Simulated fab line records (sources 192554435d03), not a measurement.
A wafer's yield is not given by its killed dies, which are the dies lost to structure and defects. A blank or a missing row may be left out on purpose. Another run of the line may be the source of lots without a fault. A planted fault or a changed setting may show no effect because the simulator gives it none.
fab line records	flow n5-finfet
[record] lots = 5	wafers = 13	last-day = 15
route steps=1938 shown SD_EPI_P@307 SD_ACTIVATION@330 ILD0@335 SDB@347 MOL_CONTACT_COAG@538 BEOL_M4@1111
lots untouched by any fault: they come from a run of this same line in which no faults occurred
start-h: start of the lot's first displayed wafer, in hours after the record's first day	wait-h: time in hours since the lot's previous step	" repeats the value in the row above	L1.1+2: a single row standing in for several wafers	- no value, or no start was given	* or withheld: withheld	< > ~ a bound
route shown NAME@n: names a module that has steps shown in the file, with the first one's number in the route	usual: average and standard deviation across the fault-free wafers	same: alike in all rows	chamber/n: place in a boat	sites: the reading at each site	_std_site: the standard deviation of these	_edge_site: mean of outer sites minus mean of inner sites	radius-mm: for every site, how far away it sits from the centre of the wafer	mask NAME#n: copy n	behind: the last tool/chamber to shape the wafer	hold: why the lot went on hold/how many hours it stayed there/how the hold came to an end	device: whichever transistor did not switch (one of n, p or np)	end of line: the same wafers' tests at the end of the route	where a step has no rows: the recipe by itself	killed: dies lost to structure and defects at the first sort, not the wafer's yield	map: a wafer's dies, x killed, . not, _ none there
set.NAME: the setting that was run; set.NAME@STEP: the one run at that earlier step	model.NAME: the simulator's own value behind a step, which no gauge read
lots seen at some steps along the route; tables by step, rows by wafer
services: the hour from which a tool's chamber was out of use, counted from the record's first day as start-h (under 0 if before that day), plus the number of hours and why
[[steps]]
[step N5_SD_EPI_P_ETCH_36]
[recipe] chemistry = CF4	target = SiARC	target-depth-a = 455	mask-material = CAR-ArF-block	time-s = 75.8	ion-energy-ev = 80	pressure-mtorr = 40	source-w = 545	bias-w = 36	Ar_flow_sccm = 100	cf4-flow-sccm = 100	ends = cleared
[step N5_SD_EPI_P_ETCH_37]
[recipe] chemistry = N2/H2	target = SOC	overetch-a = 1080	mask-material = SiARC	temp-c = 40	ion-energy-ev = 100	source-w = 3000	bias-w = 133	pressure-mtorr = 20	time-s = 486	n2-flow-sccm = 200	h2-flow-sccm = 200	ends = end-point
[step N5_SD_EPI_P_STRIP_38]
[recipe] chemistry = N2/H2	temp-c = 40	n2-flow-sccm = 200	h2-flow-sccm = 200	rf-frequency-hz = 6e+07
[step N5_SD_EPI_P_ETCHBACK_46]
[recipe] chemistry = CH3F/O2	mode = anisotropic-etchback	target = SiNx	target-depth-a = 175	stop-on = SiO2	over-etch-frac = 0.3	ion-energy-ev = 120	pressure-mtorr = 30	source-w = 395	bias-w = 73	Ar_flow_sccm = 150	CH3F_flow_sccm = 30	O2_flow_sccm = 20
[step N5_SD_EPI_P_ETCH_47]
[recipe] chemistry = CH3F/O2	target = SiOCN	target-depth-a = 250	mask-material = SOC	ion-energy-ev = 60	bias-w = 29	pressure-mtorr = 30	source-w = 410	Ar_flow_sccm = 150	CH3F_flow_sccm = 30	O2_flow_sccm = 20
[step N5_SD_EPI_P_ETCH_16]
[recipe] chemistry = CHF3/O2	target = SiO2	target-depth-a = 50	mask-material = SOC	pressure-mtorr = 30	source-w = 650	bias-w = 170	Ar_flow_sccm = 200	CHF3_flow_sccm = 50	O2_flow_sccm = 5	ion-energy-ev = 200
[step N5_SD_EPI_P_STRIP_50]
[recipe] chemistry = CHF3/O2	resist = SiARC	rf-frequency-hz = 6e+07
[step N5_SD_EPI_P_SD_RECESS_17]
[recipe] chemistry = HBr/Cl2/O2	target-depth-a = 391	bt-time-s = 3	pressure-mtorr = 10	icp-w = 800	bias-w = 112	HBr_flow_sccm = 150	Cl2_flow_sccm = 80	O2_flow_sccm = 12
[step N5_SD_EPI_P_WET_ETCH_45]
[recipe] chemistry = dHF	dilution = withheld	time-s = 10.7	target = SiO2	target-depth-a = 20	temp-c = 25	dry = ipa-marangoni	rinse-time-s = 30	rinse-temp-c = 23
[step N5_SD_EPI_P_STRIP_40]
[recipe] chemistry = N2/H2	power-w = 1000	temp-c = 250	h2-frac = 0.65	overash-fraction = 0.3	pressure-mtorr = withheld	n2-flow-sccm = 1750	h2-flow-sccm = 3250
[step N5_SD_EPI_P_PRECLEAN_52]
[recipe] chemistry = O3/DIW	time-s = 60	temp-c = 22	o3-ppm = 10
[step N5_SD_EPI_P_SRD_20]
[recipe] dry = ipa-marangoni	do-ppb = 5	time-s = 30	temp-c = 23	rinse-liquid = diw
[step N5_SD_EPI_P_PRECLEAN_51]
[recipe] chemistry = NF3:NH3	afs-cycles = 1	temp-c = 30	time-s = 20	sublimation-temp-c = 180	sublimation-time-s = 60	pressure-torr = 3	rf-power-w = 30
[usual] chamber-pressure-Torr = 3.001/0.0058
[same] sublimation-time-s = 60
lot.wafer	tool	chamber	start-h	wait-h	chamber-pressure-Torr
L617.1	epi-rpcvd-02	0	65.73	0.0	3.007
L617.2	"	0	"	"	3.001
L617.5	"	0	"	"	2.998
L621.2	epi-rpcvd-02	0	93.89	0.1	2.995
L621.3	"	0	"	"	2.995
L621.6	"	0	"	"	2.990
L623.2	epi-rpcvd-02	0	102.89	0.1	2.996
L623.6	"	0	"	"	3.001
L625.2	epi-rpcvd-02	0	114.55	0.1	3.006
L625.4	"	0	"	"	3.012
L628.1	epi-rpcvd-03	0	137.67	0.0	2.997
L628.4	"	0	"	"	3.000
L628.5	"	0	"	"	3.000
[step N5_SD_EPI_P_VAPOR_ETCH_44]
[recipe] chemistry = NF3/Ar	target = SiGe30	temp-c = 25	time-s = 3.3	mode = isotropic
[step N5_SD_EPI_P_EPI_21]
[recipe] material = SiGe:B	dopant = B	temp-c = 550	pressure-torr = 20	ambient = H2	time-s = 355
[usual] chamber-pressure-Torr = 20.00/0.04	lamp-inner-pct = 11.4/0.77
lot.wafer	tool	chamber	start-h	wait-h	chamber-pressure-Torr	lamp-inner-pct	model.SiGe-B_of_SD_EPI_P_EPI_21.thk-nm
L617.1	epi-rpcvd-02	0	66.09	0.1	20.04	11.8	61
L617.2	"	0	"	"	20.06	12.0	61
L617.5	"	0	67.53	1.5	20.04	11.8	61.2
L621.2	epi-rpcvd-02	0	94.58	0.5	19.99	11.8	50.4
L621.3	"	0	"	"	19.95	11.7	51.2
L621.6	"	0	96.02	1.8	19.98	11.9	61.6
L623.2	epi-rpcvd-02	0	103.58	0.5	19.99	11.8	50.8
L623.6	"	0	105.02	1.8	19.93	11.9	60.4
L625.2	epi-rpcvd-02	0	115.24	0.5	19.96	11.9	50.8
L625.4	"	0	"	"	19.99	11.7	61.2
L628.1	epi-rpcvd-03	0	138.03	0.1	20.04	12.0	61.6
L628.4	"	0	139.11	1.1	20.05	12.0	61.4
L628.5	"	0	"	"	20.02	11.9	62.4
[step N5_SD_EPI_P_EPI_MEAS_23]
[recipe] mode = xrd
[usual] thk-nm = 61.4/1.2
lot.wafer	tool	chamber	start-h	wait-h	thk-nm
L617.1	film-metro-01	-	68.29	1.8	60.8
L617.2	"	-	"	"	62.2
L617.5	"	-	"	"	61.0
L621.2	film-metro-02	-	96.42	1.5	51.2
L621.3	"	-	"	"	52.0
L621.6	"	-	"	"	61.4
L623.2	film-metro-02	-	105.43	1.5	50.2
L623.6	"	-	"	"	59.5
L625.2	film-metro-02	-	117.09	1.5	52.2
L625.4	"	-	"	"	60.0
L628.1	film-metro-02	-	140.22	1.8	61.9
L628.4	"	-	"	"	61.5
L628.5	"	-	"	"	64.4
[step N5_SD_EPI_P_HM_STRIP_48]
[recipe] chemistry = H3PO4	temp-c = 160	material = SiNx	target = SiNx	target-depth-a = 30	overetch-fraction = 0.3
[step N5_SD_EPI_P_SRD_49]
[recipe] dry = ipa-marangoni	time-s = 30	temp-c = 23	rinse-liquid = diw
[step N5_SD_EPI_P_PRECLEAN_24]
[recipe] chemistry = O3/DIW	time-s = 45	temp-c = 22	o3-ppm = 10
[step N5_SD_EPI_P_PRECLEAN_32]
[recipe] chemistry = dHF	time-s = 10	dilution = 500:1	temp-c = 25
[step N5_SD_EPI_P_PRECLEAN_33]
[recipe] chemistry = SC2	time-s = 45	temp-c = 35	mix = 1:1:50
[step N5_SD_EPI_P_SRD_25]
[recipe] time-s = 30	temp-c = 23	rinse-liquid = diw	dry = ipa-marangoni
[step N5_SD_ACTIVATION_RTA_00]
[recipe] temp-c = 975	time-s = 0	ambient = N2	idle-temp-c = 600	ramp-up-c-per-s = 150	ramp-down-c-per-s = 60	cool-to-c = 600
[step N5_SD_ACTIVATION_LSA_01]
[recipe] temp-c = 1080	time-s = 0.0008	ambient = N2
[step N5_SD_ACTIVATION_RS_MEAS_03]
[recipe] thk-meas-gauge = four-point-probe
[usual] RS_SD_N = 21.9/0.3	RS_SD_P = 56.1/0.82
lot.wafer	tool	chamber	start-h	wait-h	RS_SD_N[ohm/sq]	RS_SD_P[ohm/sq]
L617.1	film-metro-01	-	68.90	0.2	21.9	56.2
L617.2	"	-	"	"	21.7	56.1
L617.5	"	-	"	"	21.8	56.6
L621.2	film-metro-01	-	97.12	0.2	22.1	66.9
L621.3	"	-	"	"	21.7	66.6
L621.6	"	-	"	"	21.8	54.9
L623.2	film-metro-02	-	106.06	0.2	21.8	68.5
L623.6	"	-	"	"	21.5	57.9
L625.2	film-metro-01	-	117.71	0.2	21.8	68.4
L625.4	"	-	"	"	22.0	56.6
L628.1	film-metro-02	-	140.84	0.2	22.3	55.5
L628.4	"	-	"	"	22.0	55.5
L628.5	"	-	"	"	22.4	54.8
[step N5_ILD0_LINER_00]
[recipe] material = SiNx	target-thk-a = 40	temp-c = 400	ald-precursor-family = SiH2I2	ald-co-reactant = N2/H2-plasma	pulse-time-s = 1	purge-time-s = 2	co-reactant-purge-time-s = 2	ald-cycles = 80	pressure-torr = 2
[step N5_ILD0_FCVD_FILL_01]
[recipe] material = SiO2_flowable	target-thk-a = 2000	temp-c = 100	pressure-torr = 0.8	rf-w = 2000	time-s = 328.3
[step N5_ILD0_CURE_02]
[recipe] temp-c = 450	time-s = 1800	ambient = steam	idle-temp-c = 400	ramp-up-c-per-min = 5	ramp-down-c-per-min = 3	densification-p-h2o-torr = 640
[step N5_ILD0_CMP_03]
[recipe] stop-on = SiNx	t-overpolish-s = 1.9	post-cmp-clean = alkaline-brush	down-force-psi = 4.1491	platen-rpm = 51.796	pad-velocity-m-s = 1.0306	target-thk-nm = 197.38
[step N5_ILD0_CMP_07]
[recipe] stop-on = poly-Si	material = SiO2_flowable	t-overpolish-s = 1.18	post-cmp-clean = alkaline-brush	down-force-psi = 4.1491	platen-rpm = 51.796	pad-velocity-m-s = 1.0306	target-thk-nm = 138.88
[step N5_ILD0_PRECLEAN_10]
[recipe] chemistry = NF3:NH3	afs-cycles = 5	time-s = 20	temp-c = 30	sublimation-temp-c = 180	sublimation-time-s = 60	pressure-torr = 3	rf-power-w = 30
[step N5_ILD0_ALD_15]
[recipe] material = SiNx	target-thk-a = 240	temp-c = 400	ald-precursor-family = SiH2I2	ald-co-reactant = N2/H2-plasma	pulse-time-s = 1	ald-cycles = 480	purge-time-s = 2	co-reactant-purge-time-s = 2	pressure-torr = 2
[step N5_ILD0_CMP_12]
[recipe] stop-on = poly-Si	material = SiNx	t-overpolish-s = 6	post-cmp-clean = alkaline-brush	down-force-psi = 2.5	platen-rpm = 51.8	pad-velocity-m-s = 1.0307	target-thk-nm = 17.67
[step N5_SDB_HM_DEP_00]
[recipe] material = SiNx	target-thk-a = 400	temp-c = 400	precursor = SiH4/NH3/N2	pressure-torr = 1.5	rf-w = 300	time-s = 35.3
[step N5_SDB_COAT_03]
[recipe] resist = SOC	temp-c = 250	time-s = 60	spin-rpm = 1500	resist-thk-nm = 100
[step N5_MOL_CONTACT_COAG_ETCH_110]
[recipe] chemistry = CF4/O2	target = Si	target-depth-a = 25	time-s = 8	pressure-mtorr = 100	source-w = 200	bias-w = 12	ion-energy-ev = 60	Ar_flow_sccm = 100	cf4-flow-sccm = 100	O2_flow_sccm = 10
[usual] drypump-motor-current-A = 5.7/0.5	mfc-ar-sccm = 100.03/0.28	oes-product-au = 0.76/0.073	rf-vpp-V = 127.3/1.3	showerhead-plenum-p-Torr = 2.199/0.03	throttle-valve-pct = 10.84/0.28
lot.wafer	tool	chamber	start-h	wait-h	drypump-motor-current-A	mfc-ar-sccm	oes-product-au	rf-hours-counter-h	rf-vpp-V	showerhead-plenum-p-Torr	throttle-valve-pct	model.SiGe-B_of_SD_EPI_P_EPI_21.thk-nm
L617.1	rie-diel-02	2	100.44	0.0	6.0	100.41	0.74	144	126.9	2.232	11.10	58.2
L617.2	"	3	"	"	6.1	99.85	0.80	91	127.0	2.246	10.59	58
L617.5	"	0	"	"	5.6	100.36	0.81	-	127.7	2.158	10.63	58.4
L621.2	rie-diel-02	3	125.87	0.0	6.0	100.04	0.80	100	126.9	2.243	10.63	48
L621.3	"	2	"	"	6.0	100.21	0.74	154	125.4	2.228	11.11	48.8
L621.6	"	0	"	"	5.6	99.90	0.81	-	127.4	2.155	10.67	58.6
L623.2	rie-diel-01	1	136.45	0.0	5.7	100.60	0.69	220	127.3	2.201	10.98	48.4
L623.6	"	1	"	"	5.7	100.24	0.70	-	128.4	2.201	10.99	57.6
L625.2	rie-diel-05	0	152.82	0.0	5.1	100.12	0.68	222	125.7	2.198	10.85	48.4
L625.4	"	2	"	"	5.2	100.28	0.73	164	128.8	2.132	10.87	58.4
L628.1	rie-diel-02	3	170.44	0.0	6.1	100.21	0.78	114	127.4	2.238	10.67	58.6
L628.4	"	1	"	"	6.1	100.61	0.73	160	128.5	2.224	10.66	58.4
L628.5	"	1	"	"	6.1	100.13	0.72	-	128.3	2.224	10.65	59.4
[step N5_BEOL_M4_RC_MEAS_101]
[usual] DIBL_N = 36.5/1.4	DIBL_P = 36.5/1.6	IOFF_N = 0.163/0.022	IOFF_P = 0.219/0.029	IOFF_P_85C = 3.8/0.42	IOFF_P_LIN = 0.103/0.012	IOFF_P_LONG = 0.000105/9.1e-06	ION_N = 675/8.3	ION_P = 464/6.2	REXT_P = 100.2/1.9	RS_SD_P = 65.8/1	SS_N = 71.5/0.52	SS_P = 73.4/0.57	VT_N = 249.7/2.6	VT_P = -250/3	VT_P_LVT = -98.3/2.3
lot.wafer	tool	chamber	start-h	wait-h	DIBL_N[mV/V]	DIBL_P[mV/V]	IOFF_N[nA/um]	IOFF_P[nA/um]	IOFF_P_85C[nA/um]	IOFF_P_LIN[nA/um]	IOFF_P_LONG[nA/um]	ION_N[uA/um]	ION_P[uA/um]	REXT_P[ohm.um]	RS_SD_P[ohm/sq]	SS_N[mV/dec]	SS_P[mV/dec]	VT_N[mV]	VT_P[mV]	VT_P_LVT[mV]
L617.1	prober-01	0	183.17	0.0	35.1	35.4	0.143	0.181	3.2	0.087	9.3e-05	667	453	99.4	66.5	70.8	73.2	250.3	-253	-102.2
L617.2	"	0	"	"	35.9	36.8	0.167	0.206	3.5	0.095	9.4e-05	674	459	98.9	65.9	72.0	73.4	246.6	-252	-99.8
L617.5	"	0	"	"	34.9	34.7	0.136	0.169	3.1	0.085	9.2e-05	661	455	99.0	65.9	71.5	73.3	251.5	-255	-102.0
L621.2	prober-02	0	208.40	0.2	33.6	30.9	0.129	0.088	1.7	0.045	0.000136	674	410	141.5	79.5	71.3	71.6	252.2	-269	-114.9
L621.3	"	0	"	"	34.6	32.9	0.140	0.099	1.9	0.050	0.000134	663	407	142.4	77.6	71.3	71.7	251.6	-269	-113.9
L621.6	"	0	"	"	35.3	35.7	0.152	0.193	3.2	0.090	0.000105	676	463	98.1	65.0	70.9	72.8	247.7	-252	-98.3
L623.2	prober-01	0	214.85	0.2	36.9	34.3	0.167	0.138	2.5	0.067	0.000149	685	422	151.3	79.4	71.2	72.8	249.1	-259	-111.4
L623.6	"	0	"	"	35.3	34.5	0.141	0.221	3.7	0.104	0.000121	681	469	102.2	68.1	71.2	72.5	248.7	-248	-98.1
L625.2	prober-02	0	237.93	0.2	36.8	35.0	0.157	0.115	2.2	0.057	0.000126	668	412	142.0	79.5	71.3	72.4	250.6	-265	-114.9
L625.4	"	0	"	"	37.5	37.8	0.161	0.217	3.8	0.102	9.6e-05	678	458	97.1	66.6	72.0	73.4	250.7	-250	-100.2
L628.1	prober-01	0	246.45	0.0	36.2	37.9	0.182	0.281	4.6	0.131	0.000124	683	477	98.6	65.2	72.1	73.4	245.3	-242	-94.5
L628.4	"	0	"	"	36.1	38.0	0.189	0.304	4.8	0.138	0.000124	691	483	98.3	65.3	71.5	73.7	244.6	-241	-92.9
L628.5	"	0	"	"	35.5	37.1	0.170	0.271	4.4	0.129	0.00012	680	476	99.0	64.0	71.5	74.0	247.4	-244	-94.7
[[services]]
tool	chamber	start-h	hours	kind
rie-diel-01	1	50.00	2.5	repair
rie-diel-02	-	55.82	15.6	pm
rie-diel-05	0	62.35	5.0	repair
rie-diel-01	1	88.68	15.3	repair
rie-diel-01	1	126.77	8.7	repair
rie-diel-01	2	136.93	-	clean
rie-diel-01	2	136.93	-	consumable-replace:focus-ring
rie-diel-01	2	136.93	22.3	scheduled-down
rie-diel-01	2	136.93	22.3	vent-cycle
rie-diel-05	0	141.50	9.7	repair
rie-diel-05	1	163.92	15.8	repair
[[key]]
[first-sign] step = N5_SD_EPI_P_EPI_MEAS_23	reading = thk-nm	direction = down	sigmas = 8.3	usual = *	struck = *
[effect] step = N5_SD_ACTIVATION_RS_MEAS_03	reading = RS_SD_P	direction = up	sigmas = 14	usual = 56.1	struck = 67.6
[effect] step = N5_BEOL_M4_RC_MEAS_101	reading = REXT_P	direction = up	sigmas = 24	usual = 100.2	struck = 144.3
[effect] step = N5_BEOL_M4_RC_MEAS_101	reading = RS_SD_P	direction = up	sigmas = 13	usual = 65.8	struck = 79.0
[effect] step = N5_BEOL_M4_RC_MEAS_101	reading = ION_P	direction = down	sigmas = 8.2	usual = 464	struck = 413
[effect] step = N5_BEOL_M4_RC_MEAS_101	reading = VT_P_LVT	direction = down	sigmas = 6.7	usual = -98.3	struck = -113.8
[effect] step = N5_BEOL_M4_RC_MEAS_101	reading = VT_P	direction = down	sigmas = 5.3	usual = -250	struck = -266
[effect] step = N5_BEOL_M4_RC_MEAS_101	reading = IOFF_P_LIN	direction = down	sigmas = 4.1	usual = 0.103	struck = 0.054
[effect] step = N5_BEOL_M4_RC_MEAS_101	reading = IOFF_P_85C	direction = down	sigmas = 4.1	usual = 3.8	struck = 2.1
[effect] step = N5_BEOL_M4_RC_MEAS_101	reading = IOFF_P	direction = down	sigmas = 3.7	usual = 0.219	struck = 0.110
[effect] step = N5_BEOL_M4_RC_MEAS_101	reading = IOFF_P_LONG	direction = up	sigmas = 3.4	usual = 0.000105	struck = 0.000136
[effect] step = N5_BEOL_M4_RC_MEAS_101	reading = SS_P	direction = down	sigmas = 2.2	usual = 73.4	struck = 72.1
[effect] step = N5_BEOL_M4_RC_MEAS_101	reading = DIBL_P	direction = down	sigmas = 2	usual = 36.5	struck = 33.3
[model-effect] step = N5_SD_EPI_P_EPI_21	value = SiGe-B_of_SD_EPI_P_EPI_21.thk-nm	without = 61.7	struck = 50.8
[model-effect] step = N5_MOL_CONTACT_COAG_ETCH_110	value = SiGe-B_of_SD_EPI_P_EPI_21.thk-nm	without = 58.75	struck = 48.4
met-at N5_SD_EPI_P_PRECLEAN_51
struck-wafers L621.2,L621.3,L623.2,L625.2
sort-left-out L621.2,L621.3,L623.2,L625.2
onset-between 65.73 93.89
[fault] kind = process-parameter-drift	tool = epi-rpcvd-02	chamber = -	onset-h = 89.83	steps = N5_SD_EPI_P_PRECLEAN_51	channel = time-s	offset = *	shape = step	end-h = 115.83	scope = struck-wafers-only	acts-in = *	stated = *
// sort-left-out: the simulated sort isn't trusted on such a fault, so these wafers' sort isn't shown, and their yield isn't known
